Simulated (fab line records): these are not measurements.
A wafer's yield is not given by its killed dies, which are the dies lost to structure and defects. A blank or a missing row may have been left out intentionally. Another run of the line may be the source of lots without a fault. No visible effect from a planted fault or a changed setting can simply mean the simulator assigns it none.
Chamber matching | flow n5_finfet | rie_diel-05 running N5_HKMG_FIN_STRIP_90: 4 sister chambers
The step strips SOC in N2/H2, time 20 s. 16 wafers are shown with their chamber, then 8 later ones without.

== EACH WAFER AND ITS CHAMBER ==
wafer  | chamber | drypump_motor_current_A (A) | throttle_valve_pct (%) | oes_product_au (a.u.)
L076.2 | 1       | 6.0                         | 18.5                   | 0.71
L076.3 | 0       | 5.3                         | 19.6                   | 0.73
L076.4 | 3       | 5.8                         | 18.7                   | 0.70
L077.1 | 1       | 6.0                         | 18.5                   | 0.70
L077.3 | 3       | 5.9                         | 18.7                   | 0.69
L077.4 | 2       | 5.4                         | 19.0                   | 0.70
L078.1 | 3       | 5.8                         | 18.7                   | 0.70
L078.2 | 0       | 5.3                         | 19.6                   | 0.72
L078.5 | 1       | 6.0                         | 18.6                   | 0.70
L080.1 | 0       | 5.3                         | 19.6                   | 0.72
L080.2 | 1       | 6.0                         | 18.6                   | 0.70
L080.4 | 0       | 5.3                         | 19.6                   | 0.72
L082.1 | 0       | 5.3                         | 19.6                   | 0.72
L082.2 | 2       | 5.4                         | 18.6                   | 1.01
L082.3 | 3       | 5.8                         | 18.7                   | 0.69
L082.4 | 1       | 5.9                         | 18.6                   | 0.71

SIGNATURES (means of the wafers above)
reading                 | chamber 0 | chamber 1 | chamber 2 | chamber 3 | scatter within a chamber
drypump_motor_current_A | 5.300     | 5.980     | 5.400     | 5.825     | 0.0359
throttle_valve_pct      | 19.600    | 18.560    | 18.800    | 18.700    | 0.0876
oes_product_au          | 0.7220    | 0.7040    | 0.8550    | 0.6950    | 0.0635
Rule: for a wafer and a chamber, the distance is found by dividing, reading by reading, the gap between the wafer's reading and the chamber's mean by the reading's scatter, squaring, summing and taking the root. The wafer belongs to the nearest chamber; if the next one is less than 2 further off, it can't be placed. The scatter: the root of (the sum of the squares of (reading less its chamber's mean) over the shown wafers, divided by (wafers less chambers)).

== WAFERS WITHOUT THEIR CHAMBER ==
wafer  | drypump_motor_current_A (A) | throttle_valve_pct (%) | oes_product_au (a.u.)
L082.5 | 5.8                         | 18.7                   | 0.70
L082.6 | 5.3                         | 19.6                   | 0.72
L093.3 | 5.9                         | 18.6                   | 0.69
L093.5 | 6.0                         | 18.6                   | 0.69
L093.6 | 5.4                         | 18.6                   | 0.97
L096.1 | 5.4                         | 18.6                   | 0.95
L096.2 | 5.8                         | 18.3                   | 0.98
L096.4 | 5.3                         | 19.6                   | 0.70

== CHAMBER TAKEN BY EACH ==
wafer  | from the rows above     | in truth
L082.5 | 3                       | 3
L082.6 | 0                       | 0
L093.3 | can't be placed: 1 or 3 | 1
L093.5 | 1                       | 1
L093.6 | 2                       | 2
L096.1 | 2                       | 2
L096.2 | can't be placed: 3 or 1 | 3
L096.4 | 0                       | 0
Correctly placed: 6 of 8. Not placeable from these rows: 2 (in 2, the candidates include the true chamber). Wrongly placed: 0.
